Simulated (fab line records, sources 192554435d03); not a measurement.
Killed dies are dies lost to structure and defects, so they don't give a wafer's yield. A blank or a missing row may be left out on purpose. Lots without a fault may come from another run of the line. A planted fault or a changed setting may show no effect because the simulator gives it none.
Split-lot experiment | flow n5_finfet | 7 lots, 21 wafers read, on a route of 1938 steps

THE SPLIT
At N5_DUMMY_GATE_COAT_35 (time 60 s, resist thk 10 nm), the setting spin_rpm was moved away from the recipe's 1500 rpm on 7 of the 21 wafers read, by -7.9% to +10.8%. The other wafers ran this setting at the recipe's value.

FROM THE SPLIT TO THE READING: what the file shows between them, 4 steps
- N5_DUMMY_GATE_COAT_28: time 60 s, resist thk 10 nm
- N5_DUMMY_GATE_COAT_09: resist thk 30 nm
- N5_DUMMY_GATE_ETCH_29: etches underlayer in N2/H2, target depth 13 nm
- N5_DUMMY_GATE_ETCH_36: etches SiARC in CF4, target depth 13 nm

THE READING
SiARC_of_DUMMY_GATE_COAT_35.thk_nm (the simulator's own value, which no gauge read), in nm, at N5_DUMMY_GATE_ETCH_37 (etches SOC in N2/H2, target depth 60 nm, overetch 30 nm). The file gives no usual value for it. The 14 wafers here that ran the recipe average 5.0 nm, standard deviation 0.12 nm.

wafer  | tool, chamber at the split | spin_rpm as run, rpm | against the recipe | SiARC_of_DUMMY_GATE_COAT_35.thk_nm, nm | against lot-mates on the recipe
L074.2 | litho_track-01, 0          | 1500                 | recipe             | 5                                      | -
L074.4 | litho_track-01, 0          | 1445                 | -3.7%              | 5.2                                    | +0.2
L074.6 | litho_track-01, 0          | 1445                 | -3.7%              | 5.2                                    | +0.2
L077.1 | litho_track-01, 0          | 1394                 | -7.1%              | 5.4                                    | +0.2
L077.4 | litho_track-01, 0          | 1394                 | -7.1%              | 5.4                                    | +0.2
L077.2 | litho_track-01, 0          | 1500                 | recipe             | 5.2                                    | -
L078.2 | litho_track-01, 0          | 1382                 | -7.9%              | 5.4                                    | +0.5
L078.3 | litho_track-01, 0          | 1500                 | recipe             | 5                                      | -
L078.6 | litho_track-01, 0          | 1500                 | recipe             | 4.8                                    | -
L087.1 | litho_track-05, 0          | 1500                 | recipe             | 5                                      | -
L087.6 | litho_track-05, 0          | 1500                 | recipe             | 5                                      | -
L087.2 | litho_track-05, 0          | 1500                 | recipe             | 4.8                                    | -
L089.4 | litho_track-01, 0          | 1500                 | recipe             | 5                                      | -
L089.6 | litho_track-01, 0          | 1500                 | recipe             | 5                                      | -
L089.5 | litho_track-01, 0          | 1500                 | recipe             | 4.8                                    | -
L090.1 | litho_track-02, 0          | 1500                 | recipe             | 5                                      | -
L090.6 | litho_track-02, 0          | 1500                 | recipe             | 5                                      | -
L090.4 | litho_track-02, 0          | 1662                 | +10.8%             | 4.6                                    | -0.4
L091.2 | litho_track-05, 0          | 1400                 | -6.7%              | 5.4                                    | +0.3
L091.5 | litho_track-05, 0          | 1500                 | recipe             | 5.2                                    | -
L091.6 | litho_track-05, 0          | 1500                 | recipe             | 5                                      | -

THE FIT
A straight line over all 21 wafers: SiARC_of_DUMMY_GATE_COAT_35.thk_nm changes by -0.0487 nm for each +1% of spin_rpm; r = -0.88; the points scatter about the line by 0.11 nm.
The same after taking each lot's own level away (the mean of its wafers on the recipe; 21 wafers): -0.041 nm for each +1%; r = -0.89; scatter 0.088 nm.
On that fit, the largest move of spin_rpm shifts the reading by 0.44 nm.
The lots' own levels span 4.90 to 5.20 nm, that is 2.5 times the standard deviation above.
So the lot-to-lot level changes the slope: the two fits differ.
Check: with one of the wafers moved furthest among these (+10.8%) left out of the fit, the line predicts -0.47 nm for it against its lot-mates. It came out at -0.4 nm against them.

OTHER SPLITS ON THESE WAFERS
These wafers also went through other splits before the reading. Each is held against what the fit with the lots' levels taken away leaves over:
other split on the same wafers                    | wafers away from the commonest value | r with SiARC_of_DUMMY_GATE_COAT_35.thk_nm (lot level and that fit taken away)
N5_ZERO_LAYER_PECVD_02 time_s                     | 3                                    | +0.38
N5_ZERO_LAYER_COAT_05 spin_rpm                    | 6                                    | -0.34
N5_PMOS_HMC_CHANNEL_EPI_COAT_31 spin_rpm          | 8                                    | -0.21
N5_PMOS_HMC_CHANNEL_EPI_DEVELOP_08 develop_time_s | 7                                    | -0.23
N5_FIN_SAQP_EXPOSE_13 dose_mj                     | 7                                    | +0.04

THE WHOLE CHAIN: every reading that the file lists as answering this split, in the file's order
step                  | what it does                                            | reading                                                                             | change (the file's fit)                | r (the file's)
N5_DUMMY_GATE_COAT_35 | time 60 s, resist thk 10 nm                             | SiARC_of_DUMMY_GATE_COAT_35.thk_nm (the simulator's own value, which no gauge read) | -0.0554 nm for each +1% of the setting | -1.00
N5_DUMMY_GATE_ETCH_37 | etches SOC in N2/H2, target depth 60 nm, overetch 30 nm | SiARC_of_DUMMY_GATE_COAT_35.thk_nm (the simulator's own value, which no gauge read) | -0.0433 nm for each +1% of the setting | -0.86

THE FILE'S OWN FIT
SiARC_of_DUMMY_GATE_COAT_35.thk_nm changes by -0.0433 nm for each +1% of spin_rpm, r = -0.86.
